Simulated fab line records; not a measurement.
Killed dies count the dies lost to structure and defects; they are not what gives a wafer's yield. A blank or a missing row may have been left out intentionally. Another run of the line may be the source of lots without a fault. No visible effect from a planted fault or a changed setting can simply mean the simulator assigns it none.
Chamber matching	flow nand_harc	NHARC_P_CONTACT_DEP_30 on pecvd-03: 3 sister chambers
The step deposits SiNx, target thk 30 nm. 3 wafers are shown with their chamber, then 7 later ones without.

EACH WAFER AND ITS CHAMBER
wafer	chamber	heater_power_w (W)
L086.5	1	751
L087.5	2	601
L085.4	0	717

WAFERS WHOSE CHAMBER IS MISSING
wafer	heater_power_w (W)
L085.5	720
L094.2	688
L094.4	722
L094.6	663
L097.1	713
L097.2	686
L097.5	700

WHICH CHAMBER EACH WENT THROUGH
wafer	from the rows above	in truth
L085.5	can't be placed: 0 or 1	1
L094.2	can't be placed: 0 or 1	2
L094.4	can't be placed: 0 or 1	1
L094.6	can't be placed: 0 or 2 or 1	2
L097.1	can't be placed: 0 or 1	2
L097.2	can't be placed: 0 or 1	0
L097.5	can't be placed: 0 or 1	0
0 of 7 placed correctly. Unplaceable from these rows: 7, with the true chamber sitting among the candidates in 5. Wrongly placed: 0.
How it was worked out, from the rows above alone: a wafer's distance from a chamber is the root of the sum, over the readings, of the square of ((its reading less the chamber's mean) divided by the reading's scatter). The wafer belongs to the nearest chamber; if the next one is less than 2 further off, it can't be placed. For every chamber, the mean is computed from those of its wafers that are shown. The scatter (one wafer shown for each chamber): square how far every hidden wafer sits from the nearest shown wafer, average those squares and take the square root.
